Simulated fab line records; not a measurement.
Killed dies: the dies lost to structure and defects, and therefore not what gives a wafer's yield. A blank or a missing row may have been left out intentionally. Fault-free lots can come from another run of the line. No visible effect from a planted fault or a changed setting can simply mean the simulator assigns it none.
Which tool did it?	flow n5Finfet	29 wafers from 10 lots sampled at 4 of the route's 1938 steps

WHAT THE GAUGES SHOWED, per wafer
N5_BEOL_M15_THK_MEAS_01.
lot	measured	on	M15_ILD_THK (nm)
L863	day 11 20:19	filmMetro-01	1623 1626 1620
L864	day 11 21:11	filmMetro-01	1620 1632 1628
L865	day 12 13:02	filmMetro-01	1617 1633 1617
L867	day 12 20:28	filmMetro-01	1611 1643 1677
L872	day 14 11:55	filmMetro-01	1626 3087 1654
L876	day 14 20:53	filmMetro-01	3054 1625
L877	day 15 12:46	filmMetro-01	1602 3089 1636
L881	day 16 15:32	filmMetro-02	1621 1638 1635
L884	day 16 21:37	filmMetro-02	1652 1636 1666
L882	day 17 01:04	filmMetro-02	1638 1673 1677

TOOL THAT RAN EACH LOT (tool first, then ch and the chambers of the sampled wafers, then the start)
lot	N5_BEOL_M14_ETCH_38	N5_BEOL_M14_ANNEAL_48	N5_BEOL_M15_ILD_DEP_00
L863	rieDiel-05 ch 0,1,2, day 11 19:19 or earlier	rtpAnneal-02 ch 0, day 11 19:19	pecvd-04 ch 0,1, day 11 20:04
L864	rieDiel-04 ch 2,3, day 11 20:12 or earlier	rtpAnneal-02 ch 0, day 11 20:12	pecvd-01 ch 0,2, day 11 20:56
L865	rieDiel-04 ch 0,1,3, day 12 11:58 or earlier	rtpAnneal-02 ch 0, day 12 11:58	pecvd-04 ch 0,1,2, day 12 12:47
L867	rieDiel-05 ch 1,2, day 12 19:26 or earlier	rtpAnneal-01 ch 0, day 12 19:26	pecvd-04 ch 0,1,2, day 12 20:13
L872	rieDiel-05 ch 1,2,3, day 14 10:58 or earlier	rtpAnneal-01 ch 0, day 14 10:58	pecvd-04 ch 0,1, day 14 11:40
L876	rieDiel-04 ch 0,1, day 14 19:53 or earlier	rtpAnneal-02 ch 0, day 14 19:53	pecvd-04 ch 0,2, day 14 20:38
L877	rieDiel-06 ch 2,3, day 15 11:44 or earlier	rtpAnneal-02 ch 0, day 15 11:44	pecvd-04 ch 0,1, day 15 12:31
L881	rieDiel-04 ch 0,2,3, day 16 14:17 or earlier	rtpAnneal-01 ch 0, day 16 14:17	pecvd-01 ch 0,1,2, day 16 15:17
L884	rieDiel-06 ch 0,2, day 16 20:34 or earlier	rtpAnneal-02 ch 0, day 16 20:34	pecvd-02 ch 0,1,2, day 16 21:22
L882	rieDiel-05 ch 1,2,3, day 17 00:02 or earlier	rtpAnneal-01 ch 0, day 17 00:02	pecvd-02 ch 0,2, day 17 00:49
- N5_BEOL_M14_ETCH_38: etches SiCN in CF4/N2, target depth 106.5 nm, time 120.6 s.
- N5_BEOL_M14_ANNEAL_48: time 90 s.
- N5_BEOL_M15_ILD_DEP_00: deposits SiO2 from TEOS/O2, target thk 1629.3 nm, time 346.1 s.

THE ANSWER, worked out from the rows above alone
Rule: what is usual is taken from the lots themselves. Put in order of their means at a reading, lots are off if they are a third of the lots or fewer, leave a main group of 4 or more, and stand apart from it by a gap of 3 or more times the standard deviation of the main group's means; of several such gaps the widest counts. A main group whose means are all the same, to the digits that the tables above print for the reading, isn't used. Also off: a lot with no number at a reading for which 4 or more lots have one. Any other lot the step has rows for is counted as sound.
Off: at N5_BEOL_M15_THK_MEAS_01 (M15_ILD_THK), L872, L876, L877. Main group: mean 1637 nm, sd 14.
A tool fits if, at a process step before that reading, it ran every lot that is off, and no sound lot after the first of them. Those tools and the gauges at N5_BEOL_M15_THK_MEAS_01 are tried in the same way. N5_BEOL_M14_ETCH_38 gives no start for some lots, so the hours and the order of its lots are those of N5_BEOL_M14_ANNEAL_48. Can't be told from this: 2 tools fit, pecvd-04 at N5_BEOL_M15_ILD_DEP_00, filmMetro-01 at N5_BEOL_M15_THK_MEAS_01.

WHAT THE SIMULATOR PUT IN
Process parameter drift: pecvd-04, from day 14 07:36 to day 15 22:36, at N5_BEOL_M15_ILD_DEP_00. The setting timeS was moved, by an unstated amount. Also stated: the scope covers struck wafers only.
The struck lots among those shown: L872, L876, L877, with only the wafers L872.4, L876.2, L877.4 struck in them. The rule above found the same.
